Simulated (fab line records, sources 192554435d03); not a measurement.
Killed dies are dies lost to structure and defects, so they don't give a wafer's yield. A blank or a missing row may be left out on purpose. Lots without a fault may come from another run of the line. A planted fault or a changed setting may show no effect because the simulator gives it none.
fab line records | flow n5_finfet
record lots=24 wafers=72 last_day=20
route steps=1938 shown BEOL_M10@1527 BEOL_M11@1554 BEOL_M12@1613
lots that met no fault: from a run of the same line without faults
start_h: hours from the record's first day to the start of the lot's first wafer shown | wait_h: hours since the lot's step before | " the same as in the row above | L1.1+2: a row that stands for several wafers | - no value, or no start given | * or withheld: withheld | < > ~ a bound
route shown NAME@n: a module of which the file shows steps, and the number in the route of the first | usual: mean/standard deviation of fault-free wafers | same: alike in all rows | chamber/n: place in a boat | sites: the reading at each site | _std_site: their standard deviation | _edge_site: outer sites' mean less inner sites' | radius_mm: how far each site lies from the wafer's centre | mask NAME#n: copy n | behind: the tool/chamber that last shaped the wafer | hold: why the lot was held/for how many hours/how that ended | device: the transistor (n, p or np) that didn't switch | end of line: the same wafers' tests at the end of the route | a step without rows: its recipe alone | killed: dies lost to structure and defects at the first sort, not the wafer's yield | map: a wafer's dies, x killed, . not, _ none there
set.NAME: the setting as run; set.NAME@STEP: as run at that earlier step | model.NAME: the simulator's own value behind a step, which no gauge read
steps of the route over a sample of lots; a table a step, a row a wafer
services: from which hour (start_h, from the record's first day; less than 0 if before it) a tool's chamber was out of use, for how many hours, and why
## steps
# step N5_BEOL_M10_SPUTTER_48
# recipe material=Cu target_thk_a=120 temp_c=-20 bias_v=60 power_w=26000 chamber_pressure_pa=0.13 time_s=2
# usual chuck_gas_flow_sccm=1.26/0.052 throttle_valve_pct=30.0/1.2
# same time_s=2
# columns lot.wafer tool chamber start_h wait_h chuck_gas_flow_sccm throttle_valve_pct
L074.1 pvd_sputter-03 - 247.16 0.1 1.22 29.5
L074.3 " - " " 1.24 29.0
L074.5 " - " " 1.24 31.2
L079.1 pvd_sputter-03 - 254.52 0.2 1.30 28.7
L079.3 " - " " 1.19 30.9
L079.5 " - " " 1.17 28.7
L077.2 pvd_sputter-01 - 256.55 0.1 1.18 30.5
L077.5 " - " " 1.25 28.2
L077.6 " - " " 1.27 30.1
L076.1 pvd_sputter-01 - 257.55 0.1 1.22 29.7
L076.2 " - " " 1.28 28.9
L076.4 " - " " 1.16 28.2
L075.2 pvd_sputter-03 - 259.70 0.1 1.24 31.2
L075.3 " - " " 1.30 28.9
L075.6 " - " " 1.37 32.3
L078.1 pvd_sputter-01 - 269.22 0.1 1.32 29.1
L078.4 " - " " 1.17 29.8
L078.6 " - " " 1.29 29.8
L080.1 pvd_sputter-02 - 279.46 0.2 1.31 30.3
L080.3 " - " " 1.28 28.8
L080.5 " - " " 1.18 30.6
L081.2 pvd_sputter-01 - 283.45 0.1 1.24 30.2
L081.5 " - " " 1.21 28.4
L081.6 " - " " 1.26 29.0
L082.2 pvd_sputter-03 - 303.92 0.1 1.20 32.0
L082.3 " - " " 1.24 29.5
L082.5 " - " " 1.24 29.5
L085.2 pvd_sputter-02 - 308.90 0.1 1.22 30.1
L085.3 " - " " 1.33 28.4
L085.4 " - " " 1.21 31.3
L084.2 pvd_sputter-03 - 342.15 0.1 1.14 29.2
L084.4 " - " " 1.22 31.2
L084.5 " - " " 1.27 31.2
L086.2 pvd_sputter-01 - 344.90 0.2 1.32 28.5
L086.3 " - " " 1.30 30.3
L086.4 " - " " 1.23 30.4
L089.2 pvd_sputter-02 - 351.58 0.1 1.30 29.9
L089.3 " - " " 1.30 31.3
L089.5 " - " " 1.28 30.2
L083.3 pvd_sputter-03 - 355.70 0.3 1.25 31.2
L083.4 " - " " 1.25 29.2
L083.5 " - " " 1.35 32.2
L088.1 pvd_sputter-02 - 361.12 1.9 1.15 30.4
L088.2 " - " " 1.21 31.3
L088.4 " - " " 1.22 28.3
L087.1 pvd_sputter-01 - 362.63 0.2 1.25 30.6
L087.4 " - " " 1.24 28.5
L087.6 " - " " 1.25 30.0
L090.2 pvd_sputter-03 - 366.86 0.1 1.30 28.9
L090.3 " - " " 1.35 32.3
L090.6 " - " " 1.25 32.2
L093.3 pvd_sputter-02 - 386.08 0.3 1.26 30.3
L093.4 " - " " 1.35 28.4
L093.5 " - " " 1.17 30.3
L092.1 pvd_sputter-03 - 388.07 0.1 1.25 29.3
L092.2 " - " " 1.28 31.1
L092.6 " - " " 1.33 29.6
L091.1 pvd_sputter-02 - 392.01 0.1 1.20 28.4
L091.3 " - " " 1.25 30.2
L091.6 " - " " 1.28 31.2
L094.1 pvd_sputter-02 - 394.06 0.1 1.25 29.9
L094.2 " - " " 1.27 31.0
L094.3 " - " " 1.25 30.2
L097.1 pvd_sputter-03 - 403.33 0.1 1.21 31.2
L097.2 " - " " 1.29 32.1
L097.5 " - " " 1.26 32.2
L095.4 pvd_sputter-02 - 403.95 0.1 1.21 31.2
L095.5 " - " " 1.31 31.2
L095.6 " - " " 1.35 30.2
L096.2 pvd_sputter-01 - 420.58 0.1 1.27 28.3
L096.3 " - " " 1.23 30.3
L096.6 " - " " 1.23 29.3
# step N5_BEOL_M10_INSPECT_58
# recipe inspect_instrument=darkfield mode=post_dep
# usual raw_defect_count=68/21
# columns lot.wafer tool chamber start_h wait_h raw_defect_count
L074.1 defect_inspect-01 - 248.22 0.0 51
L074.3 " - " " 50
L074.5 " - " " 26
L079.1 defect_inspect-02 - 255.53 0.0 27
L079.3 " - " " 41
L079.5 " - " " 48
L077.2 defect_inspect-01 - 257.95 0.0 74
L077.5 " - " " 82
L077.6 " - " " 137
L076.1 defect_inspect-01 - 258.53 0.0 103
L076.2 " - " " 64
L076.4 " - " " 72
L075.2 defect_inspect-01 - 260.69 0.0 60
L075.3 " - " " 68
L075.6 " - " " 32
L078.1 defect_inspect-02 - 270.83 0.0 47
L078.4 " - " " 87
L078.6 " - " " 63
L080.1 defect_inspect-01 - 281.86 0.0 105
L080.3 " - " " 95
L080.5 " - " " 106
L081.2 defect_inspect-01 - 284.48 0.0 61
L081.5 " - " " 68
L081.6 " - " " 54
L082.2 defect_inspect-01 - 305.00 0.0 70
L082.3 " - " " 57
L082.5 " - " " 54
L085.2 defect_inspect-01 - 309.89 0.0 50
L085.3 " - " " 61
L085.4 " - " " 66
L084.2 defect_inspect-02 - 343.13 0.0 59
L084.4 " - " " 103
L084.5 " - " " 68
L086.2 defect_inspect-02 - 345.89 0.0 68
L086.3 " - " " 81
L086.4 " - " " 88
L089.2 defect_inspect-01 - 352.57 0.0 44
L089.3 " - " " 67
L089.5 " - " " 67
L083.3 defect_inspect-01 - 356.69 0.0 33
L083.4 " - " " 39
L083.5 " - " " 65
L088.1 defect_inspect-01 - 362.10 0.0 51
L088.2 " - " " 56
L088.4 " - " " 53
L087.1 defect_inspect-01 - 363.81 0.0 61
L087.4 " - " " 87
L087.6 " - " " 84
L090.2 defect_inspect-02 - 367.98 0.0 77
L090.3 " - " " 75
L090.6 " - " " 89
L093.3 defect_inspect-02 - 387.25 0.0 40
L093.4 " - " " 51
L093.5 " - " " 53
L092.1 defect_inspect-01 - 390.04 0.0 81
L092.2 " - " " 91
L092.6 " - " " 90
L091.1 defect_inspect-02 - 393.03 0.0 51
L091.3 " - " " 65
L091.6 " - " " 88
L094.1 defect_inspect-02 - 395.07 0.0 156
L094.2 " - " " 81
L094.3 " - " " 71
L097.1 defect_inspect-01 - 404.31 0.0 88
L097.2 " - " " 70
L097.5 " - " " 62
L095.4 defect_inspect-01 - 405.13 0.0 61
L095.5 " - " " 81
L095.6 " - " " 54
L096.2 defect_inspect-02 - 421.56 0.0 47
L096.3 " - " " 60
L096.6 " - " " 28
# step N5_BEOL_M11_ETCH_62
# recipe chemistry=N2/H2 target=SOC target_depth_a=1100 overetch_a=220 mask_material=SiARC temp_c=40 time_s=165 ion_energy_ev=200 pressure_mtorr=30 source_w=840 bias_w=150 n2_flow_sccm=200 h2_flow_sccm=200
# usual drypump_motor_current_A=5.8/0.42 oes_product_au=0.67/0.067 rf_vpp_V=524.0/2.7 showerhead_plenum_p_Torr=2.55/0.088 throttle_valve_pct=17.83/0.22
# same time_s=165
# columns lot.wafer tool chamber start_h wait_h drypump_motor_current_A oes_product_au rf_hours_counter_h rf_vpp_V showerhead_plenum_p_Torr throttle_valve_pct
L074.1 rie_diel-03 2 251.33 0.0 5.3 0.82 4 528.9 2.71 17.68
L074.3 " 0 " " 4.8 0.69 65 521.6 2.48 17.56
L074.5 " 3 " " 5.5 0.74 - 528.3 2.70 17.62
L079.1 rie_diel-02 0 257.22 0.0 5.6 0.74 46 522.0 2.48 17.66
L079.3 " 2 " " 6.0 0.62 188 526.7 2.62 17.84
L079.5 " 0 " " 5.6 0.74 - 522.3 2.48 17.66
L077.2 rie_diel-06 2 260.07 0.0 6.4 0.62 180 519.8 2.42 17.62
L077.5 " 0 " " 5.2 0.76 - 521.4 2.48 17.57
L077.6 " 1 " " 5.6 0.58 - 525.6 2.62 18.27
L076.1 rie_diel-03 0 260.24 0.0 4.7 0.69 67 521.3 2.47 17.58
L076.2 " 3 " " 5.5 0.74 41 527.7 2.70 17.62
L076.4 " 1 " " 6.0 0.59 245 526.5 2.61 18.10
L075.2 rie_diel-06 3 262.05 0.0 5.5 0.58 224 523.3 2.52 18.13
L075.3 " 1 " " 5.6 0.59 233 525.2 2.62 18.27
L075.6 " 1 " " 5.6 0.59 - 525.0 2.62 18.28
L078.1 rie_diel-02 0 274.06 0.0 5.6 0.74 51 522.6 2.47 17.66
L078.4 " 1 " " 6.3 0.74 39 525.3 2.58 17.65
L078.6 " 0 " " 5.7 0.74 - 521.7 2.47 17.65
L080.1 rie_diel-02 1 283.77 0.0 6.3 0.74 42 524.9 2.58 17.64
L080.3 " 2 " " 6.0 0.61 197 527.1 2.62 17.86
L080.5 " 1 " " 6.4 0.73 - 525.0 2.58 17.66
L081.2 rie_diel-02 2 286.93 0.0 6.0 0.60 198 526.0 2.62 17.87
L081.5 " 1 " " 6.3 0.74 - 525.5 2.58 17.65
L081.6 " 2 " " 6.0 0.61 - 526.8 2.62 17.87
L082.2 rie_diel-02 2 309.00 0.0 6.0 0.60 204 527.5 2.62 17.88
L082.3 " 3 " " 5.8 0.64 131 520.4 2.45 18.19
L082.5 " 2 " " 6.0 0.60 - 526.5 2.62 17.88
L085.2 rie_diel-02 1 313.75 0.0 6.4 0.73 50 525.6 2.58 17.68
L085.3 " 3 " " 5.8 0.63 133 520.4 2.45 18.18
L085.4 " 0 " " 5.6 0.72 62 523.4 2.47 17.66
L084.2 rie_diel-06 3 345.31 0.0 5.4 0.57 243 521.5 2.51 18.16
L084.4 " 1 " " 5.6 0.58 252 526.4 2.61 18.30
L084.5 " 0 " " 5.2 0.73 - 520.7 2.47 17.63
L086.2 rie_diel-03 3 348.03 0.0 5.5 0.71 67 526.9 2.69 17.67
L086.3 " 0 " " 4.8 0.66 94 520.9 2.46 17.63
L086.4 " 2 " " 5.3 0.75 34 528.4 2.70 17.73
L089.2 rie_diel-02 3 355.08 0.0 5.8 0.62 144 519.4 2.45 18.18
L089.3 " 1 " " 6.3 0.71 60 525.8 2.57 17.68
L089.5 " 2 " " 6.0 0.60 - 526.8 2.61 17.89
L083.3 rie_diel-06 2 358.37 0.0 6.4 0.61 204 520.4 2.41 17.67
L083.4 " 0 " " 5.2 0.72 - 521.6 2.47 17.62
L083.5 " 3 " " 5.5 0.57 - 524.1 2.51 18.16
L088.1 rie_diel-02 3 363.91 0.0 5.8 0.63 146 519.1 2.45 18.20
L088.2 " 0 " " 5.6 0.71 75 521.1 2.46 17.73
L088.4 " 2 " " 6.0 0.60 219 526.3 2.61 17.89
L087.1 rie_diel-03 0 366.62 0.0 4.8 0.67 98 521.6 2.46 17.64
L087.4 " 2 " " 5.3 0.75 38 527.1 2.70 17.74
L087.6 " 3 " " 5.5 0.71 - 528.3 2.69 17.68
L090.2 rie_diel-06 3 370.89 0.0 5.5 0.56 252 522.9 2.51 18.17
L090.3 " 2 " " 6.4 0.61 209 520.6 2.41 17.68
L090.6 " 0 " " 5.2 0.72 - 521.6 2.47 17.64
L093.3 rie_diel-02 0 390.68 0.0 5.7 0.71 84 521.6 2.46 17.72
L093.4 " 1 " " 6.3 0.70 71 524.0 2.57 17.72
L093.5 " 1 " " 6.3 0.70 - 523.8 2.57 17.71
L092.1 rie_diel-02 1 392.92 0.0 6.3 0.70 73 524.2 2.57 17.70
L092.2 " 0 " " 5.6 0.70 85 522.0 2.46 17.73
L092.6 " 3 " " 5.8 0.62 - 521.4 2.44 18.23
L091.1 rie_diel-02 0 397.57 0.0 5.6 0.70 87 522.5 2.46 17.73
L091.3 " 1 " " 6.3 0.71 74 525.1 2.57 17.71
L091.6 " 2 " " 6.1 0.59 - 527.2 2.61 17.94
L094.1 rie_diel-02 0 398.13 0.0 5.7 0.69 87 522.7 2.46 17.72
L094.2 " 2 " " 6.1 0.59 230 525.5 2.61 17.91
L094.3 " 1 " " 6.3 0.70 75 524.6 2.57 17.71
L097.1 rie_diel-02 1 407.65 0.0 6.3 0.70 77 524.8 2.57 17.71
L097.2 " 3 " " 5.8 0.62 161 521.9 2.44 18.24
L097.5 " 1 " " 6.3 0.70 - 525.2 2.57 17.70
L095.4 rie_diel-02 1 408.26 0.0 6.3 0.69 78 523.4 2.57 17.72
L095.5 " 1 " " 6.3 0.70 - 525.4 2.57 17.73
L095.6 " 2 " " 6.1 0.59 - 526.5 2.60 17.92
L096.2 rie_diel-03 0 424.50 0.0 4.7 0.64 119 521.1 2.45 17.67
L096.3 " 3 " " 5.5 0.68 92 526.9 2.68 17.72
L096.6 " 2 " " 5.3 0.72 - 529.5 2.69 17.76
# step N5_BEOL_M11_TRENCH_ETCH_37
# recipe chemistry=C4F6/O2 target_depth_a=1488.3 target=SiCOH_lowk time_s=48 ion_energy_ev=250 pressure_mtorr=30 source_w=345 bias_w=185 Ar_flow_sccm=300 C4F6_flow_sccm=10 O2_flow_sccm=10
# usual drypump_motor_current_A=5.7/0.47 oes_product_au=0.81/0.084 rf_vpp_V=664/6.6 showerhead_plenum_p_Torr=2.86/0.099 throttle_valve_pct=20.93/0.19
# same time_s=48
# columns lot.wafer tool chamber start_h wait_h drypump_motor_current_A oes_product_au rf_hours_counter_h rf_vpp_V showerhead_plenum_p_Torr throttle_valve_pct
L074.1 rie_diel-02 2 - - 6.0 0.72 188 668 2.95 21.06
L074.3 " 3 " " 5.8 0.77 115 657 2.75 21.31
L074.5 " 3 " " 5.8 0.76 - 657 2.75 21.32
L079.1 rie_diel-02 0 - - 5.6 0.88 47 657 2.79 20.87
L079.3 " 2 " " 6.0 0.71 190 666 2.95 21.07
L079.5 " 0 " " 5.6 0.87 - 656 2.79 20.86
L077.2 rie_diel-02 3 - - 5.8 0.76 118 655 2.75 21.32
L077.5 " 1 " " 6.3 0.89 - 662 2.91 20.78
L077.6 " 0 " " 5.6 0.88 - 657 2.79 20.87
L076.1 rie_diel-06 3 - - 5.4 0.68 224 662 2.83 21.28
L076.2 " 0 " " 5.2 0.89 32 657 2.80 20.82
L076.4 " 1 " " 5.6 0.69 233 672 2.92 21.31
L075.2 rie_diel-03 0 - - 4.8 0.80 70 664 2.78 20.81
L075.3 " 3 " " 5.5 0.87 43 673 3.00 20.72
L075.6 " 3 " " 5.5 0.87 - 671 3.00 20.72
L078.1 rie_diel-02 0 - - 5.6 0.87 52 658 2.79 20.89
L078.4 " 2 " " 6.0 0.72 194 666 2.95 21.07
L078.6 " 3 " " 5.8 0.76 - 655 2.75 21.31
L080.1 rie_diel-02 0 - - 5.6 0.87 55 655 2.78 20.90
L080.3 " 2 " " 6.0 0.71 197 667 2.95 21.06
L080.5 " 3 " " 5.8 0.75 - 654 2.74 21.33
L081.2 rie_diel-03 2 - - 5.3 0.92 20 674 3.01 20.81
L081.5 " 3 " " 5.5 0.85 - 673 3.00 20.73
L081.6 " 0 " " 4.8 0.80 - 664 2.78 20.82
L082.2 rie_diel-02 0 - - 5.6 0.86 62 658 2.78 20.90
L082.3 " 3 " " 5.8 0.76 133 657 2.74 21.34
L082.5 " 2 " " 6.0 0.71 - 667 2.94 21.07
L085.2 rie_diel-03 3 - - 5.5 0.83 60 671 2.99 20.75
L085.3 " 2 " " 5.3 0.90 26 673 3.01 20.82
L085.4 " 0 " " 4.7 0.78 86 664 2.78 20.84
L084.2 rie_diel-03 1 - - 6.0 0.97 11 672 2.91 20.73
L084.4 " 2 " " 5.3 0.89 34 673 3.01 20.85
L084.5 " 1 " " 6.0 0.97 - 673 2.91 20.75
L086.2 rie_diel-03 2 - - 5.3 0.90 34 672 3.01 20.85
L086.3 " 1 " " 6.0 0.97 12 674 2.91 20.73
L086.4 " 0 " " 4.8 0.77 95 663 2.77 20.84
L089.2 rie_diel-03 1 - - 6.0 0.95 13 673 2.91 20.76
L089.3 " 2 " " 5.4 0.89 37 674 3.01 20.85
L089.5 " 2 " " 5.3 0.89 - 674 3.01 20.85
L083.3 rie_diel-02 1 - - 6.3 0.85 63 661 2.90 20.82
L083.4 " 2 " " 6.0 0.70 218 666 2.94 21.09
L083.5 " 1 " " 6.3 0.84 - 661 2.90 20.81
L088.1 rie_diel-02 3 - - 5.8 0.74 146 657 2.74 21.35
L088.2 " 1 " " 6.3 0.83 64 661 2.90 20.82
L088.4 " 2 " " 6.0 0.70 219 667 2.93 21.09
L087.1 rie_diel-03 2 - - 5.3 0.88 39 673 3.01 20.84
L087.4 " 3 " " 5.5 0.82 71 673 2.99 20.76
L087.6 " 1 " " 6.0 0.94 - 672 2.91 20.74
L090.2 rie_diel-03 2 - - 5.3 0.89 40 673 3.00 20.84
L090.3 " 1 " " 6.0 0.95 17 670 2.91 20.76
L090.6 " 0 " " 4.8 0.76 - 664 2.77 20.84
L093.3 rie_diel-02 2 - - 6.0 0.68 227 666 2.93 21.10
L093.4 " 3 " " 5.8 0.72 155 656 2.73 21.37
L093.5 " 2 " " 6.0 0.69 - 666 2.93 21.08
L092.1 rie_diel-03 2 - - 5.3 0.87 48 674 3.00 20.88
L092.2 " 0 " " 4.7 0.77 109 662 2.77 20.85
L092.6 " 3 " " 5.5 0.81 - 672 2.98 20.77
L091.1 rie_diel-06 0 - - 5.2 0.85 68 657 2.79 20.88
L091.3 " 1 " " 5.6 1.01 1 672 2.91 20.95
L091.6 " 2 " " 6.4 0.71 - 657 2.71 20.82
L094.1 rie_diel-06 2 - - 6.4 0.71 215 657 2.71 20.82
L094.2 " 1 " " 5.6 1.00 1 673 2.91 20.95
L094.3 " 0 " " 5.2 0.85 68 657 2.79 20.87
L097.1 rie_diel-06 0 - - 5.2 0.84 71 657 2.78 20.88
L097.2 " 2 " " 6.4 0.70 218 657 2.71 20.85
L097.5 " 1 " " 5.6 0.98 - 671 2.91 20.95
L095.4 rie_diel-02 1 - - 6.3 0.82 79 661 2.89 20.84
L095.5 " 1 " " 6.4 0.82 - 664 2.89 20.84
L095.6 " 2 " " 6.1 0.68 - 664 2.93 21.11
L096.2 rie_diel-02 0 - - 5.6 0.82 97 656 2.77 20.95
L096.3 " 2 " " 6.1 0.69 239 665 2.93 21.13
L096.6 " 0 " " 5.6 0.82 - 656 2.77 20.95
# step N5_BEOL_M11_ETCH_41
# recipe chemistry=CH3F/O2 target=SiCN target_depth_a=426 taper_deg=2 time_s=86 ion_energy_ev=120 mask_material=TiN pressure_mtorr=30 source_w=395 bias_w=75 Ar_flow_sccm=150 CH3F_flow_sccm=30 O2_flow_sccm=20
# usual drypump_motor_current_A=5.7/0.47 oes_product_au=0.81/0.084 rf_vpp_V=297.6/1.8 showerhead_plenum_p_Torr=2.01/0.073 throttle_valve_pct=16.30/0.2
# same time_s=86
# columns lot.wafer tool chamber start_h wait_h drypump_motor_current_A oes_product_au rf_hours_counter_h rf_vpp_V showerhead_plenum_p_Torr throttle_valve_pct
L074.1 rie_diel-02 2 - - 6.0 0.72 188 297.3 2.08 16.47
L074.3 " 3 " " 5.8 0.77 115 295.9 1.93 16.67
L074.5 " 3 " " 5.8 0.77 - 295.6 1.93 16.70
L079.1 rie_diel-02 0 - - 5.6 0.87 47 298.1 1.96 16.20
L079.3 " 2 " " 6.0 0.71 190 297.8 2.08 16.46
L079.5 " 0 " " 5.6 0.87 - 295.9 1.96 16.22
L077.2 rie_diel-02 3 - - 5.8 0.77 118 294.3 1.93 16.67
L077.5 " 1 " " 6.3 0.88 - 299.5 2.04 16.08
L077.6 " 0 " " 5.7 0.87 - 297.3 1.96 16.23
L076.1 rie_diel-06 3 - - 5.4 0.69 224 296.4 1.98 16.69
L076.2 " 0 " " 5.2 0.90 32 297.5 1.97 16.12
L076.4 " 1 " " 5.6 0.69 233 299.1 2.05 16.75
L075.2 rie_diel-03 0 - - 4.7 0.81 70 296.0 1.95 16.17
L075.3 " 3 " " 5.5 0.86 44 299.4 2.11 16.11
L075.6 " 3 " " 5.5 0.88 - 300.0 2.11 16.10
L078.1 rie_diel-02 0 - - 5.6 0.86 52 295.2 1.96 16.23
L078.4 " 2 " " 6.0 0.72 194 299.1 2.07 16.48
L078.6 " 3 " " 5.8 0.75 - 296.5 1.93 16.68
L080.1 rie_diel-02 0 - - 5.6 0.87 55 295.9 1.95 16.22
L080.3 " 2 " " 6.0 0.72 197 298.6 2.07 16.47
L080.5 " 3 " " 5.8 0.76 - 294.2 1.93 16.69
L081.2 rie_diel-03 2 - - 5.3 0.92 20 298.8 2.13 16.17
L081.5 " 3 " " 5.5 0.86 - 301.4 2.11 16.10
L081.6 " 0 " " 4.8 0.79 - 296.3 1.95 16.19
L082.2 rie_diel-02 0 - - 5.6 0.85 62 296.5 1.95 16.22
L082.3 " 3 " " 5.8 0.75 133 296.6 1.92 16.71
L082.5 " 2 " " 6.0 0.70 - 297.9 2.07 16.51
L085.2 rie_diel-03 3 - - 5.5 0.85 60 299.7 2.11 16.13
L085.3 " 2 " " 5.3 0.91 26 299.2 2.12 16.17
L085.4 " 0 " " 4.8 0.78 86 295.3 1.95 16.21
L084.2 rie_diel-03 1 - - 6.0 0.97 11 299.1 2.05 16.08
L084.4 " 2 " " 5.3 0.89 34 299.3 2.12 16.20
L084.5 " 1 " " 6.0 0.96 - 297.7 2.05 16.07
L086.2 rie_diel-03 2 - - 5.3 0.90 34 298.7 2.12 16.20
L086.3 " 1 " " 6.1 0.97 12 298.3 2.05 16.08
L086.4 " 0 " " 4.8 0.77 95 295.9 1.95 16.20
L089.2 rie_diel-03 1 - - 6.0 0.95 13 297.8 2.05 16.07
L089.3 " 2 " " 5.3 0.89 37 301.0 2.12 16.20
L089.5 " 2 " " 5.3 0.87 - 300.6 2.12 16.19
L083.3 rie_diel-02 1 - - 6.3 0.84 63 298.6 2.04 16.12
L083.4 " 2 " " 6.1 0.70 218 299.0 2.07 16.53
L083.5 " 1 " " 6.3 0.84 - 299.6 2.04 16.14
L088.1 rie_diel-02 3 - - 5.8 0.74 146 294.0 1.92 16.74
L088.2 " 1 " " 6.3 0.84 64 298.2 2.03 16.13
L088.4 " 2 " " 6.0 0.70 219 298.5 2.07 16.52
L087.1 rie_diel-03 2 - - 5.3 0.88 39 300.8 2.12 16.20
L087.4 " 3 " " 5.5 0.83 71 298.9 2.10 16.14
L087.6 " 1 " " 6.1 0.95 - 297.7 2.05 16.07
L090.2 rie_diel-03 2 - - 5.3 0.88 40 300.1 2.12 16.22
L090.3 " 1 " " 6.0 0.94 17 299.2 2.05 16.08
L090.6 " 0 " " 4.8 0.77 - 297.8 1.94 16.23
L093.3 rie_diel-02 2 - - 6.0 0.69 227 297.7 2.06 16.54
L093.4 " 3 " " 5.8 0.73 155 295.1 1.92 16.75
L093.5 " 2 " " 6.0 0.70 - 299.0 2.06 16.55
L092.1 rie_diel-03 2 - - 5.3 0.88 48 299.0 2.11 16.21
L092.2 " 0 " " 4.7 0.76 109 297.6 1.94 16.25
L092.6 " 3 " " 5.5 0.81 - 298.8 2.10 16.16
L091.1 rie_diel-06 0 - - 5.2 0.84 68 297.5 1.95 16.20
L091.3 " 1 " " 5.6 0.99 1 299.5 2.05 16.29
L091.6 " 2 " " 6.4 0.70 - 294.2 1.90 16.28
L094.1 rie_diel-06 2 - - 6.4 0.72 215 296.4 1.90 16.27
L094.2 " 1 " " 5.6 1.00 1 298.9 2.05 16.29
L094.3 " 0 " " 5.2 0.84 68 296.6 1.95 16.21
L097.1 rie_diel-06 0 - - 5.1 0.84 71 295.7 1.95 16.22
L097.2 " 2 " " 6.5 0.70 218 294.7 1.90 16.30
L097.5 " 1 " " 5.6 0.98 - 297.2 2.05 16.30
L095.4 rie_diel-02 1 - - 6.3 0.81 79 296.2 2.03 16.17
L095.5 " 1 " " 6.3 0.82 - 297.5 2.03 16.15
L095.6 " 2 " " 6.0 0.69 - 299.1 2.06 16.54
L096.2 rie_diel-02 0 - - 5.6 0.82 97 296.1 1.94 16.30
L096.3 " 2 " " 6.0 0.68 239 300.0 2.06 16.55
L096.6 " 0 " " 5.6 0.81 - 296.3 1.94 16.30
# step N5_BEOL_M12_OVL_MEAS_11
# recipe points_per_wafer=44
# usual V11_OVL=4/4.8
# columns lot.wafer tool chamber start_h wait_h V11_OVL[nm]
L074.1 overlay-01 0 258.19 0.0 1
L074.3 " 0 " " 3
L074.5 " 0 " " 1
L079.1 overlay-02 0 263.19 0.0 4
L079.3 " 0 " " 3
L079.5 " 0 " " 2
L077.2 overlay-02 0 264.75 0.0 10
L077.5 " 0 " " 9
L077.6 " 0 " " -5
L076.1 overlay-02 0 264.98 0.0 11
L076.2 " 0 " " 0
L076.4 " 0 " " 8
L075.2 overlay-01 0 271.26 0.0 13
L075.3 " 0 " " 4
L075.6 " 0 " " 2
L078.1 overlay-02 0 280.23 0.0 6
L078.4 " 0 " " -4
L078.6 " 0 " " 1
L080.1 overlay-02 0 288.78 0.0 4
L080.3 " 0 " " -2
L080.5 " 0 " " -1
L081.2 overlay-01 0 292.90 0.0 8
L081.5 " 0 " " 8
L081.6 " 0 " " 1
L082.2 overlay-01 0 317.58 0.0 6
L082.3 " 0 " " 6
L082.5 " 0 " " 1
L085.2 overlay-01 0 318.70 0.0 8
L085.3 " 0 " " 4
L085.4 " 0 " " 1
L084.2 overlay-02 0 351.93 0.0 6
L084.4 " 0 " " 13
L084.5 " 0 " " 0
L086.2 overlay-02 0 352.90 0.0 0
L086.3 " 0 " " 4
L086.4 " 0 " " -3
L089.2 overlay-01 0 359.20 0.0 4
L089.3 " 0 " " 7
L089.5 " 0 " " 3
L083.3 overlay-02 0 364.57 0.0 11
L083.4 " 0 " " 1
L083.5 " 0 " " 3
L088.1 overlay-02 0 369.38 0.0 5
L088.2 " 0 " " 5
L088.4 " 0 " " 5
L087.1 overlay-01 0 371.59 0.0 7
L087.4 " 0 " " 5
L087.6 " 0 " " 10
L090.2 overlay-02 0 376.45 0.0 -7
L090.3 " 0 " " -6
L090.6 " 0 " " 0
L093.3 overlay-02 0 395.71 0.0 4
L093.4 " 0 " " 8
L093.5 " 0 " " -2
L092.1 overlay-02 0 398.56 0.0 -4
L092.2 " 0 " " 4
L092.6 " 0 " " 12
L094.1 overlay-02 0 405.12 0.0 -3
L094.2 " 0 " " 3
L094.3 " 0 " " -3
L091.1 overlay-01 0 405.70 0.0 7
L091.3 " 0 " " 7
L091.6 " 0 " " 7
L097.1 overlay-02 0 414.01 0.0 2
L097.2 " 0 " " 4
L097.5 " 0 " " 2
L095.4 overlay-02 0 415.33 0.0 11
L095.5 " 0 " " 12
L095.6 " 0 " " 11
L096.2 overlay-02 0 432.07 0.0 -1
L096.3 " 0 " " 1
L096.6 " 0 " " 0
## services
# columns tool chamber start_h hours kind
rie_diel-03 2 225.34 - clean
rie_diel-03 2 225.34 - consumable_replace:focus_ring
rie_diel-03 2 225.34 - consumable_replace:showerhead
rie_diel-03 2 225.34 18.0 scheduled_down
rie_diel-03 2 225.34 18.0 vent_cycle
rie_diel-06 3 252.54 2.8 repair
rie_diel-03 1 260.48 6.6 repair
pvd_sputter-02 - 265.13 12.8 repair
rie_diel-03 1 280.85 - clean
rie_diel-03 1 280.85 - consumable_replace:focus_ring
rie_diel-03 1 280.85 20.3 scheduled_down
rie_diel-03 1 280.85 20.3 vent_cycle
rie_diel-03 3 318.68 3.2 repair
rie_diel-06 3 326.10 3.0 repair
rie_diel-06 1 356.46 - clean
rie_diel-06 1 356.46 - consumable_replace:focus_ring
rie_diel-06 1 356.46 29.5 scheduled_down
rie_diel-06 1 356.46 29.5 vent_cycle
pvd_sputter-03 - 361.72 2.7 repair
rie_diel-03 2 381.01 1.2 repair
rie_diel-02 - 383.04 0.7 repair
rie_diel-06 - 385.21 14.6 pm
rie_diel-03 1 388.62 8.8 repair
rie_diel-06 3 399.81 - clean
## key
fault none
